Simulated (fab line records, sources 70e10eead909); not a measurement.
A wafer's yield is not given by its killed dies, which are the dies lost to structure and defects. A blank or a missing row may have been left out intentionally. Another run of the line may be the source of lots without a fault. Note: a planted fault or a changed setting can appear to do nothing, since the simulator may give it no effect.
Matching of chambers ; flow nand_harc ; NHARC_A_STAIRCASE_ETCHBACK_157 on rie_diel-02 has 4 sister chambers
The step etches the open film in CH3F/O2, target depth 90 nm, time 167.14 s. 8 wafers are shown with their chamber, then 8 later ones without.

WAFERS PAIRED WITH THEIR CHAMBERS
wafer;chamber;drypump_motor_current_A (A);showerhead_plenum_p_Torr (Torr)
L084.6;3;6.2;2.45
L082.1;2;5.9;2.35
L082.2;1;6.0;2.53
L086.2;1;6.0;2.53
L085.1;0;5.1;2.45
L085.4;3;6.2;2.45
L085.6;2;5.9;2.34
L092.1;0;5.0;2.45

WAFERS WITH NO CHAMBER GIVEN
wafer;drypump_motor_current_A (A);showerhead_plenum_p_Torr (Torr)
L092.2;6.0;2.53
L092.6;5.9;2.34
L090.1;5.0;2.45
L090.4;5.9;2.34
L090.6;6.1;2.45
L089.1;6.0;2.53
L089.3;5.9;2.34
L089.6;6.2;2.45

CHAMBER TAKEN BY EACH
wafer;from the rows above;in truth
L092.2;1;1
L092.6;2;2
L090.1;0;0
L090.4;2;2
L090.6;3;3
L089.1;1;1
L089.3;2;2
L089.6;3;3
Correctly placed: 8 of 8. Left unplaced by these rows: 0. Number placed wrongly: 0.
How it was worked out, from the rows above alone: a wafer's distance from a chamber is the root of the sum, over the readings, of the square of ((its reading less the chamber's mean) divided by the reading's scatter). The wafer belongs to the nearest chamber; if the next one is less than 2 further off, it can't be placed. For every chamber, the mean is computed from those of its wafers that are shown. The scatter: take each reading less its chamber's mean, square it, sum over the shown wafers, divide by the number of wafers less the number of chambers, and take the root.
